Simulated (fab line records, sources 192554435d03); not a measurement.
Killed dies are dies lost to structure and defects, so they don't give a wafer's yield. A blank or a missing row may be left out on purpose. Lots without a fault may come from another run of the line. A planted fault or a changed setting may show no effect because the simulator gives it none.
fab line records | flow n5_finfet
record lots=24 wafers=72 last_day=21
route steps=1938 shown BEOL_M8@1355 BEOL_M9@1416
lots that met no fault: from a run of the same line without faults
start_h: hours from the record's first day to the start of the lot's first wafer shown | wait_h: hours since the lot's step before | " the same as in the row above | L1.1+2: a row that stands for several wafers | - no value, or no start given | * or withheld: withheld | < > ~ a bound
route shown NAME@n: a module of which the file shows steps, and the number in the route of the first | usual: mean/standard deviation of fault-free wafers | same: alike in all rows | chamber/n: place in a boat | sites: the reading at each site | _std_site: their standard deviation | _edge_site: outer sites' mean less inner sites' | radius_mm: how far each site lies from the wafer's centre | mask NAME#n: copy n | behind: the tool/chamber that last shaped the wafer | hold: why the lot was held/for how many hours/how that ended | device: the transistor (n, p or np) that didn't switch | end of line: the same wafers' tests at the end of the route | a step without rows: its recipe alone | killed: dies lost to structure and defects at the first sort, not the wafer's yield | map: a wafer's dies, x killed, . not, _ none there
set.NAME: the setting as run; set.NAME@STEP: as run at that earlier step | model.NAME: the simulator's own value behind a step, which no gauge read
steps of the route over a sample of lots; a table a step, a row a wafer
services: from which hour (start_h, from the record's first day; less than 0 if before it) a tool's chamber was out of use, for how many hours, and why
## steps
# step N5_BEOL_M8_CD_MEAS_18
# recipe pitch_nm=80 target_cd_nm=40
# usual cd_nm=39.6/0.81
# columns lot.wafer tool chamber start_h wait_h cd_nm
L074.1 cd_sem-02 - 277.48 0.0 41.5
L074.4 " - " " 39.4
L074.6 " - " " 40.3
L077.2 cd_sem-03 - 293.61 0.1 40.2
L077.3 " - " " 40.3
L077.5 " - " " 38.9
L075.2 cd_sem-03 - 301.84 0.1 38.9
L075.3 " - " " 39.0
L075.4 " - " " 38.9
L076.2 cd_sem-01 - 304.73 0.1 40.2
L076.4 " - " " 39.4
L076.6 " - " " 39.9
L080.2 cd_sem-03 - 309.24 0.1 40.2
L080.4 " - " " 40.3
L080.5 " - " " 40.1
L078.2 cd_sem-01 - 314.08 0.1 39.2
L078.4 " - " " 39.2
L078.5 " - " " 38.6
L082.3 cd_sem-03 - 318.30 0.1 38.7
L082.4 " - " " 38.5
L082.6 " - " " 38.6
L079.4 cd_sem-03 - 321.90 0.1 39.8
L079.5 " - " " 40.4
L079.6 " - " " 39.7
L086.2 cd_sem-02 - 336.33 0.1 40.6
L086.3 " - " " 41.5
L086.4 " - " " 40.2
L081.3 cd_sem-03 - 344.95 0.1 39.0
L081.5 " - " " 39.3
L081.6 " - " " 39.5
L084.1 cd_sem-03 - 352.75 0.0 39.6
L084.4 " - " " 38.1
L084.5 " - " " 39.7
L083.2 cd_sem-02 - 355.00 0.1 37.9
L083.3 " - " " 38.3
L083.6 " - " " 39.9
L085.2 cd_sem-02 - 369.72 0.1 40.7
L085.3 " - " " 39.7
L085.4 " - " " 39.8
L090.3 cd_sem-03 - 378.54 0.1 38.7
L090.4 " - " " 39.8
L090.6 " - " " 39.6
L089.1 cd_sem-02 - 389.74 0.1 39.1
L089.2 " - " " 41.0
L089.4 " - " " 39.4
L088.2 cd_sem-02 - 390.00 0.1 39.8
L088.5 " - " " 39.6
L088.6 " - " " 40.9
L087.1 cd_sem-03 - 393.26 0.0 39.1
L087.2 " - " " 39.9
L087.6 " - " " 38.9
L091.3 cd_sem-03 - 396.64 0.1 38.3
L091.4 " - " " 38.9
L091.5 " - " " 38.5
L092.2 cd_sem-02 - 396.81 0.1 39.8
L092.3 " - " " 39.4
L092.5 " - " " 39.5
L094.2 cd_sem-02 - 401.43 0.1 38.7
L094.3 " - " " 39.0
L094.4 " - " " 38.6
L096.1 cd_sem-03 - 401.72 0.1 39.7
L096.2 " - " " 39.4
L096.5 " - " " 40.2
L093.2 cd_sem-03 - 424.30 0.1 39.2
L093.3 " - " " 39.3
L093.6 " - " " 39.7
L095.1 cd_sem-01 - 424.64 0.0 39.7
L095.2 " - " " 39.5
L095.6 " - " " 39.6
L097.4 cd_sem-01 - 434.47 0.1 38.8
L097.5 " - " " 39.3
L097.6 " - " " 40.2
# step N5_BEOL_M8_CD_MEAS_28
# recipe target_cd_nm=40 landing_energy_ev=500 detector=se_inlens
# usual cd_nm=40.01/0.25
# columns lot.wafer tool chamber start_h wait_h cd_nm
L074.1 cd_sem-02 0 278.88 - 39.77
L074.4 " 0 " " 40.05
L074.6 " 0 " " 39.64
L077.2 cd_sem-01 0 293.97 - 40.10
L077.3 " 0 " " 40.01
L077.5 " 0 " " 39.61
L075.2 cd_sem-01 0 303.31 - 40.15
L075.3 " 0 " " 40.12
L075.4 " 0 " " 40.16
L076.2 cd_sem-03 0 306.97 - 39.50
L076.4 " 0 " " 39.94
L076.6 " 0 " " 40.13
L080.2 cd_sem-03 0 312.32 - 40.26
L080.4 " 0 " " 39.97
L080.5 " 0 " " 40.03
L078.2 cd_sem-01 0 316.01 - 39.96
L078.4 " 0 " " 39.98
L078.5 " 0 " " 39.60
L082.3 cd_sem-01 0 321.38 - 40.01
L082.4 " 0 " " 40.30
L082.6 " 0 " " 39.49
L079.4 cd_sem-02 0 324.94 - 40.52
L079.5 " 0 " " 39.78
L079.6 " 0 " " 40.53
L086.2 cd_sem-03 0 336.86 - 40.19
L086.3 " 0 " " 40.12
L086.4 " 0 " " 39.73
L081.3 cd_sem-02 0 345.85 - 40.15
L081.5 " 0 " " 40.07
L081.6 " 0 " " 40.05
L084.1 cd_sem-02 0 353.20 - 40.40
L084.4 " 0 " " 39.91
L084.5 " 0 " " 40.09
L083.2 cd_sem-03 0 355.36 - 40.05
L083.3 " 0 " " 40.26
L083.6 " 0 " " 40.26
L085.2 cd_sem-02 0 372.83 - 40.12
L085.3 " 0 " " 39.78
L085.4 " 0 " " 40.04
L090.3 cd_sem-02 0 380.22 - 40.15
L090.4 " 0 " " 39.91
L090.6 " 0 " " 40.25
L088.2 cd_sem-03 0 391.64 - 40.19
L088.5 " 0 " " 39.95
L088.6 " 0 " " 39.58
L089.1 cd_sem-02 0 391.73 - 40.08
L089.2 " 0 " " 39.83
L089.4 " 0 " " 40.18
L087.1 cd_sem-03 0 394.64 - 39.94
L087.2 " 0 " " 40.28
L087.6 " 0 " " 40.21
L091.3 cd_sem-02 0 399.86 - 39.77
L091.4 " 0 " " 40.45
L091.5 " 0 " " 39.84
L092.2 cd_sem-02 0 400.17 - 40.26
L092.3 " 0 " " 40.33
L092.5 " 0 " " 40.48
L094.2 cd_sem-01 0 402.93 - 40.04
L094.3 " 0 " " 39.91
L094.4 " 0 " " 40.00
L096.1 cd_sem-03 0 403.33 - 40.11
L096.2 " 0 " " 39.72
L096.5 " 0 " " 40.00
L093.2 cd_sem-02 0 424.61 - 40.24
L093.3 " 0 " " 40.15
L093.6 " 0 " " 39.75
L095.1 cd_sem-01 0 424.95 - 39.96
L095.2 " 0 " " 39.66
L095.6 " 0 " " 39.58
L097.4 cd_sem-03 0 434.99 - 39.96
L097.5 " 0 " " 39.96
L097.6 " 0 " " 40.46
# step N5_BEOL_M8_ETCH_41
# recipe chemistry=CH3F/O2 target=SiCN target_depth_a=319 taper_deg=2 time_s=57.8 ion_energy_ev=120 mask_material=TiN pressure_mtorr=30 source_w=395 bias_w=75 Ar_flow_sccm=150 CH3F_flow_sccm=30 O2_flow_sccm=20
# usual chamber_pressure_mTorr=29.998/0.027 drypump_motor_current_A=5.70/0.18 oes_product_au=0.77/0.086 rf_vpp_V=296.6/1.6 showerhead_plenum_p_Torr=1.96/0.059 throttle_valve_pct=16.39/0.25
# columns lot.wafer tool chamber start_h wait_h chamber_pressure_mTorr drypump_motor_current_A oes_product_au rf_hours_counter_h rf_vpp_V showerhead_plenum_p_Torr throttle_valve_pct
L074.1 rie_diel-04 0 - - 30.009 5.88 0.87 45 297.6 1.95 16.34
L074.4 " 2 " " 29.982 5.43 0.95 13 298.8 2.04 16.04
L074.6 " 3 " " 29.992 5.23 0.71 - 298.8 2.05 16.64
L077.2 rie_diel-03 2 - - 30.000 5.97 0.70 211 299.1 2.06 16.47
L077.3 " 1 " " 29.999 5.76 0.76 154 295.4 1.92 16.59
L077.5 " 1 " " 30.031 5.77 0.76 - 295.0 1.92 16.59
L075.2 rie_diel-03 2 - - 29.956 5.98 0.70 215 298.3 2.06 16.48
L075.3 " 3 " " 30.008 5.67 0.76 163 296.5 1.92 16.32
L075.4 " 1 " " 30.010 5.78 0.75 158 295.9 1.92 16.60
L076.2 rie_diel-04 1 - - 30.038 5.88 0.88 40 297.5 1.93 16.00
L076.4 " 3 " " 29.974 5.21 0.70 207 297.4 2.04 16.65
L076.6 " 3 " " 29.990 5.22 0.71 - 298.3 2.04 16.65
L080.2 rie_diel-03 1 - - 30.024 5.78 0.75 162 294.6 1.92 16.60
L080.4 " 2 " " 30.012 5.94 0.69 - 298.3 2.06 16.49
L080.5 " 1 " " 30.017 5.78 0.74 - 294.2 1.92 16.59
L078.2 rie_diel-03 2 - - 29.999 5.97 0.68 221 298.1 2.06 16.48
L078.4 " 2 " " 29.994 5.93 0.68 - 299.3 2.06 16.48
L078.5 " 1 " " 30.059 5.75 0.74 - 294.1 1.92 16.60
L082.3 rie_diel-03 3 - - 29.996 5.65 0.75 172 296.2 1.91 16.36
L082.4 " 1 " " 30.031 5.79 0.74 - 296.2 1.92 16.60
L082.6 " 3 " " 30.064 5.65 0.75 - 294.8 1.91 16.35
L079.4 rie_diel-03 2 - - 30.009 5.97 0.67 - 300.5 2.05 16.51
L079.5 " 1 " " 29.996 5.77 0.73 - 295.8 1.92 16.60
L079.6 " 3 " " 30.003 5.67 0.74 - 294.4 1.91 16.37
L086.2 rie_diel-04 3 - - 30.011 5.25 0.70 217 298.7 2.04 16.66
L086.3 " 0 " " 30.003 5.86 0.85 63 295.7 1.94 16.39
L086.4 " 2 " " 29.985 5.42 0.91 29 297.6 2.04 16.06
L081.3 rie_diel-03 3 - - 29.974 5.67 0.74 185 294.6 1.91 16.38
L081.5 " 2 " " 29.986 5.96 0.68 - 297.2 2.05 16.51
L081.6 " 1 " " 30.015 5.76 0.73 - 295.0 1.92 16.61
L084.1 rie_diel-01 3 - - 30.001 5.84 0.86 46 296.2 1.94 15.89
L084.4 " 2 " " 30.051 5.63 0.69 223 297.7 1.98 16.85
L084.5 " 2 " " 30.003 5.62 0.70 - 296.6 1.98 16.83
L083.2 rie_diel-03 2 - - 29.977 5.96 0.67 240 298.9 2.05 16.51
L083.3 " 0 " " 30.036 5.53 0.95 6 297.7 1.96 15.97
L083.6 " 2 " " 29.992 5.97 0.67 - 299.1 2.05 16.53
L085.2 rie_diel-03 0 - - 29.984 5.50 0.93 12 297.0 1.96 15.99
L085.3 " 1 " " 29.957 5.76 0.72 189 295.0 1.91 16.65
L085.4 " 3 " " 29.988 5.65 0.73 195 295.6 1.90 16.38
L090.3 rie_diel-03 3 - - 30.006 5.64 0.73 197 294.5 1.90 16.41
L090.4 " 1 " " 29.947 5.78 0.73 192 295.1 1.91 16.66
L090.6 " 3 " " 30.018 5.66 0.72 - 293.8 1.90 16.41
L088.2 rie_diel-03 3 - - 29.989 5.66 0.72 201 295.9 1.90 16.40
L088.5 " 0 " " 29.980 5.51 0.91 - 295.3 1.96 16.00
L088.6 " 3 " " 30.013 5.66 0.73 - 293.9 1.90 16.41
L089.1 rie_diel-01 2 - - 29.929 5.64 0.68 235 298.0 1.98 16.86
L089.2 " 1 " " 29.935 5.55 0.77 141 297.2 2.08 16.46
L089.4 " 0 " " 29.974 5.73 0.76 162 295.1 1.92 16.39
L087.1 rie_diel-03 0 - - 29.998 5.52 0.91 21 297.4 1.96 16.01
L087.2 " 1 " " 30.025 5.76 0.72 197 296.2 1.91 16.66
L087.6 " 1 " " 30.002 5.76 0.73 - 295.8 1.91 16.66
L091.3 rie_diel-03 1 - - 30.004 5.79 0.72 200 294.7 1.91 16.67
L091.4 " 3 " " 29.977 5.66 0.73 - 295.9 1.90 16.43
L091.5 " 0 " " 29.996 5.52 0.90 - 296.3 1.96 15.99
L092.2 rie_diel-03 3 - - 30.036 5.65 0.72 206 295.0 1.90 16.43
L092.3 " 1 " " 29.987 5.76 0.72 200 295.0 1.91 16.66
L092.5 " 1 " " 30.033 5.79 0.72 - 295.0 1.91 16.67
L094.2 rie_diel-01 0 - - 30.000 5.73 0.76 166 295.6 1.92 16.41
L094.3 " 3 " " 29.982 5.84 0.84 64 295.8 1.93 15.91
L094.4 " 2 " " 29.970 5.63 0.68 239 298.9 1.97 16.88
L096.1 rie_diel-03 0 - - 29.990 5.50 0.90 25 296.4 1.95 16.02
L096.2 " 3 " " 29.995 5.65 0.72 207 296.9 1.90 16.42
L096.5 " 1 " " 30.023 5.78 0.71 - 295.7 1.91 16.67
L093.2 rie_diel-03 3 - - 30.044 5.66 0.70 216 295.0 1.90 16.43
L093.3 " 0 " " 30.050 5.54 0.88 34 296.8 1.95 16.03
L093.6 " 0 " " 30.009 5.53 0.87 - 294.2 1.95 16.02
L095.1 rie_diel-03 3 - - 29.974 5.66 0.71 217 295.6 1.90 16.43
L095.2 " 0 " " 29.993 5.52 0.87 34 296.8 1.95 16.04
L095.6 " 3 " " 29.955 5.62 0.71 - 296.4 1.90 16.42
L097.4 rie_diel-04 0 - - 29.990 5.83 0.81 97 296.6 1.93 16.46
L097.5 " 0 " " 29.952 5.85 0.80 - 296.8 1.93 16.45
L097.6 " 1 " " 29.963 5.88 0.83 - 296.3 1.91 16.06
# step N5_BEOL_M8_SPUTTER_48
# recipe material=Cu target_thk_a=100 temp_c=-20 bias_v=60 power_w=26000 chamber_pressure_pa=0.13 time_s=1.667
# usual bias_v=60.1/0.63 chuck_gas_flow_sccm=1.26/0.049 susceptor_temp_C=-20.00/0.1 throttle_valve_pct=29.9/0.68
# columns lot.wafer tool chamber start_h wait_h bias_v chuck_gas_flow_sccm susceptor_temp_C throttle_valve_pct
L074.1 pvd_sputter-02 - 280.69 0.1 60.2 1.31 -19.94 29.6
L074.4 " - " " 59.6 1.31 -19.99 30.5
L074.6 " - " " 60.4 1.32 -19.87 29.4
L077.2 pvd_sputter-02 - 296.99 0.1 59.8 1.30 -19.86 29.8
L077.3 " - " " 60.4 1.27 -19.96 29.9
L077.5 " - " " 59.6 1.20 -20.02 30.7
L075.2 pvd_sputter-02 - 305.21 0.1 59.4 1.23 -20.02 29.6
L075.3 " - " " 60.6 1.22 -19.95 29.6
L075.4 " - " " 59.1 1.21 -19.96 30.7
L076.2 pvd_sputter-03 - 309.44 0.1 60.8 1.25 -19.87 30.3
L076.4 " - " " 60.5 1.16 -20.19 28.6
L076.6 " - " " 60.2 1.15 -20.01 31.2
L080.2 pvd_sputter-02 - 316.47 1.7 60.5 1.22 -19.99 30.7
L080.4 " - " " 59.9 1.33 -20.02 29.4
L080.5 " - " " 58.5 1.17 -19.95 29.9
L078.2 pvd_sputter-02 - 318.35 0.1 60.1 1.28 -20.18 29.7
L078.4 " - " " 61.0 1.23 -20.12 29.5
L078.5 " - " " 60.5 1.25 -20.22 29.6
L082.3 pvd_sputter-02 - 323.13 0.1 58.8 1.29 -20.11 29.7
L082.4 " - " " 59.8 1.23 -19.93 30.4
L082.6 " - " " 62.0 1.16 -19.91 29.7
L079.4 pvd_sputter-03 - 328.52 0.4 60.7 1.22 -19.99 28.8
L079.5 " - " " 59.5 1.19 -19.98 29.5
L079.6 " - " " 60.4 1.18 -19.96 31.4
L086.2 pvd_sputter-01 - 340.25 0.6 60.6 1.34 -20.02 29.3
L086.3 " - " " 59.6 1.34 -19.92 29.7
L086.4 " - " " 59.2 1.31 -20.02 29.5
L081.3 pvd_sputter-02 - 357.96 0.1 59.5 1.28 -20.12 30.5
L081.5 " - " " 60.8 1.30 -19.96 29.2
L081.6 " - " " 60.7 1.23 -20.08 30.5
L084.1 pvd_sputter-01 - 361.12 0.1 60.3 1.22 -19.94 29.4
L084.4 " - " " 59.6 1.21 -20.00 29.4
L084.5 " - " " 60.1 1.22 -19.79 29.7
L083.2 pvd_sputter-03 - 362.45 0.1 60.7 1.27 -19.91 28.7
L083.3 " - " " 59.9 1.23 -19.83 29.9
L083.6 " - " " 59.8 1.27 -19.90 29.5
L085.2 pvd_sputter-01 - 376.79 1.2 60.5 1.21 -20.05 31.1
L085.3 " - " " 60.5 1.22 -19.98 29.5
L085.4 " - " " 59.5 1.27 -19.81 29.6
L090.3 pvd_sputter-03 - 382.25 0.1 61.4 1.20 -20.12 30.4
L090.4 " - " " 61.0 1.17 -20.12 31.0
L090.6 " - " " 59.6 1.19 -20.04 31.6
L088.2 pvd_sputter-02 - 393.28 0.1 60.0 1.29 -20.19 30.2
L088.5 " - " " 59.3 1.24 -19.92 29.8
L088.6 " - " " 60.2 1.27 -20.13 30.8
L089.1 pvd_sputter-01 - 393.69 0.1 60.5 1.30 -19.78 29.4
L089.2 " - " " 60.7 1.23 -20.03 29.9
L089.4 " - " " 61.4 1.21 -20.18 29.4
L087.1 pvd_sputter-02 - 396.90 0.1 59.3 1.23 -19.93 29.4
L087.2 " - " " 60.0 1.32 -19.81 29.2
L087.6 " - " " 60.3 1.34 -20.11 30.1
L091.3 pvd_sputter-01 - 401.89 0.1 59.9 1.23 -19.94 29.3
L091.4 " - " " 60.2 1.33 -20.00 31.3
L091.5 " - " " 59.7 1.25 -19.91 29.3
L092.2 pvd_sputter-02 - 403.08 0.5 60.7 1.27 -20.24 29.8
L092.3 " - " " 60.8 1.32 -20.06 29.5
L092.5 " - " " 59.7 1.30 -20.00 30.3
L094.2 pvd_sputter-03 - 405.54 0.2 60.2 1.20 -20.04 28.8
L094.3 " - " " 59.0 1.26 -20.04 30.3
L094.4 " - " " 59.8 1.18 -19.98 31.1
L096.1 pvd_sputter-03 - 405.92 0.1 60.8 1.36 -19.97 30.3
L096.2 " - " " 60.0 1.23 -19.84 29.1
L096.5 " - " " 60.3 1.15 -20.04 29.6
L093.2 pvd_sputter-01 - 428.23 1.7 59.2 1.26 -20.03 29.5
L093.3 " - " " 60.3 1.29 -20.06 31.3
L093.6 " - " " 59.7 1.28 -20.03 29.7
L095.1 pvd_sputter-03 - 429.07 0.1 59.4 1.28 -20.00 31.2
L095.2 " - " " 59.3 1.32 -19.76 30.5
L095.6 " - " " 59.2 1.30 -20.14 31.4
L097.4 pvd_sputter-02 - 437.27 0.1 60.6 1.25 -20.22 29.5
L097.5 " - " " 60.4 1.24 -20.10 29.7
L097.6 " - " " 61.3 1.27 -20.00 30.7
# step N5_BEOL_M9_INSPECT_13
# recipe mode=adi inspect_instrument=brightfield
# usual raw_defect_count=408/92
# columns lot.wafer tool chamber start_h wait_h raw_defect_count
L074.1 defect_inspect-02 - 284.30 0.0 512
L074.4 " - " " 419
L074.6 " - " " 431
L077.2 defect_inspect-02 - 299.98 0.0 296
L077.3 " - " " 261
L077.5 " - " " 270
L075.2 defect_inspect-01 - 308.41 0.0 430
L075.3 " - " " 541
L075.4 " - " " 496
L076.2 defect_inspect-02 - 313.78 0.0 471
L076.4 " - " " 453
L076.6 " - " " 515
L080.2 defect_inspect-01 - 320.91 0.0 526
L080.4 " - " " 745
L080.5 " - " " 485
L078.2 defect_inspect-02 - 321.54 0.0 541
L078.4 " - " " 432
L078.5 " - " " 356
L082.3 defect_inspect-02 - 326.46 0.0 425
L082.4 " - " " 448
L082.6 " - " " 419
L079.4 defect_inspect-02 - 331.13 0.0 296
L079.5 " - " " 585
L079.6 " - " " 428
L086.2 defect_inspect-02 - 345.44 0.0 523
L086.3 " - " " 370
L086.4 " - " " 403
L081.3 defect_inspect-02 - 364.44 0.0 523
L081.5 " - " " 488
L081.6 " - " " 522
L084.1 defect_inspect-01 - 368.96 0.0 357
L084.4 " - " " 469
L084.5 " - " " 428
L083.2 defect_inspect-01 - 369.36 0.0 296
L083.3 " - " " 316
L083.6 " - " " 322
L085.2 defect_inspect-01 - 381.74 0.0 503
L085.3 " - " " 405
L085.4 " - " " 356
L090.3 defect_inspect-02 - 385.34 0.0 416
L090.4 " - " " 425
L090.6 " - " " 405
L088.2 defect_inspect-01 - 396.29 0.0 397
L088.5 " - " " 338
L088.6 " - " " 385
L089.1 defect_inspect-01 - 396.47 0.0 248
L089.2 " - " " 362
L089.4 " - " " 407
L087.1 defect_inspect-02 - 400.77 0.0 443
L087.2 " - " " 318
L087.6 " - " " 384
L091.3 defect_inspect-01 - 404.84 0.0 470
L091.4 " - " " 429
L091.5 " - " " 301
L092.2 defect_inspect-02 - 406.87 0.0 444
L092.3 " - " " 513
L092.5 " - " " 472
L094.2 defect_inspect-02 - 409.95 0.0 489
L094.3 " - " " 343
L094.4 " - " " 323
L096.1 defect_inspect-01 - 410.25 0.0 417
L096.2 " - " " 413
L096.5 " - " " 315
L093.2 defect_inspect-02 - 433.00 0.0 232
L093.3 " - " " 305
L093.6 " - " " 270
L095.1 defect_inspect-02 - 433.70 0.0 366
L095.2 " - " " 447
L095.6 " - " " 336
L097.4 defect_inspect-01 - 440.85 0.0 399
L097.5 " - " " 349
L097.6 " - " " 377
# step N5_BEOL_M9_CD_MEAS_18
# recipe pitch_nm=140 target_cd_nm=70
# usual cd_nm=69.8/0.77
# columns lot.wafer tool chamber start_h wait_h cd_nm
L074.1 cd_sem-01 - 284.79 0.0 69.7
L074.4 " - " " 68.9
L074.6 " - " " 69.8
L077.2 cd_sem-01 - 300.88 0.1 70.1
L077.3 " - " " 68.9
L077.5 " - " " 71.4
L075.2 cd_sem-03 - 308.90 0.1 69.2
L075.3 " - " " 69.0
L075.4 " - " " 69.1
L076.2 cd_sem-03 - 314.29 0.1 70.3
L076.4 " - " " 69.8
L076.6 " - " " 71.4
L080.2 cd_sem-02 - 321.42 0.1 69.7
L080.4 " - " " 69.4
L080.5 " - " " 69.6
L078.2 cd_sem-02 - 322.30 0.1 68.5
L078.4 " - " " 69.2
L078.5 " - " " 69.3
L082.3 cd_sem-03 - 326.95 0.1 69.0
L082.4 " - " " 69.8
L082.6 " - " " 70.0
L079.4 cd_sem-03 - 331.63 0.1 69.1
L079.5 " - " " 68.6
L079.6 " - " " 70.7
L086.2 cd_sem-02 - 346.17 0.1 71.0
L086.3 " - " " 70.5
L086.4 " - " " 68.7
L081.3 cd_sem-02 - 364.93 0.1 70.6
L081.5 " - " " 70.0
L081.6 " - " " 69.3
L084.1 cd_sem-02 - 369.44 0.0 70.3
L084.4 " - " " 71.1
L084.5 " - " " 70.2
L083.2 cd_sem-02 - 369.86 0.1 69.9
L083.3 " - " " 70.5
L083.6 " - " " 69.7
L085.2 cd_sem-02 - 382.24 0.1 69.1
L085.3 " - " " 69.3
L085.4 " - " " 70.4
L090.3 cd_sem-03 - 385.88 0.1 70.4
L090.4 " - " " 69.3
L090.6 " - " " 69.0
L088.2 cd_sem-03 - 396.77 0.1 70.3
L088.5 " - " " 69.3
L088.6 " - " " 69.9
L089.1 cd_sem-03 - 397.02 0.0 69.4
L089.2 " - " " 71.9
L089.4 " - " " 69.4
L087.1 cd_sem-01 - 401.27 0.0 70.3
L087.2 " - " " 69.9
L087.6 " - " " 70.2
L091.3 cd_sem-03 - 405.42 0.1 69.6
L091.4 " - " " 69.1
L091.5 " - " " 69.7
L092.2 cd_sem-01 - 407.36 0.1 69.1
L092.3 " - " " 71.6
L092.5 " - " " 69.8
L094.2 cd_sem-03 - 410.64 0.1 70.7
L094.3 " - " " 71.0
L094.4 " - " " 69.4
L096.1 cd_sem-03 - 410.93 0.0 69.5
L096.2 " - " " 68.5
L096.5 " - " " 70.7
L093.2 cd_sem-02 - 433.86 0.1 69.3
L093.3 " - " " 68.9
L093.6 " - " " 70.2
L095.1 cd_sem-01 - 434.42 0.0 70.7
L095.2 " - " " 70.3
L095.6 " - " " 69.4
L097.4 cd_sem-01 - 441.34 0.1 70.3
L097.5 " - " " 69.6
L097.6 " - " " 70.7
## services
# columns tool chamber start_h hours kind
rie_diel-03 3 289.92 5.3 repair
rie_diel-04 0 298.90 4.3 repair
rie_diel-03 0 309.46 - clean
rie_diel-03 0 309.46 - consumable_replace:focus_ring
rie_diel-03 0 309.46 30.7 scheduled_down
rie_diel-03 0 309.46 30.7 vent_cycle
rie_diel-04 2 332.82 4.0 repair
rie_diel-03 2 390.73 - clean
rie_diel-03 2 390.73 - consumable_replace:focus_ring
rie_diel-03 2 390.73 25.9 scheduled_down
rie_diel-03 2 390.73 25.9 vent_cycle
rie_diel-01 0 394.03 3.4 repair
rie_diel-04 3 403.00 26.1 repair
rie_diel-01 1 409.37 8.5 repair
rie_diel-03 1 417.77 8.0 repair
rie_diel-01 2 426.22 - clean
rie_diel-01 2 426.22 - consumable_replace:focus_ring
rie_diel-01 2 426.22 24.0 scheduled_down
rie_diel-01 2 426.22 24.0 vent_cycle
## key
fault none
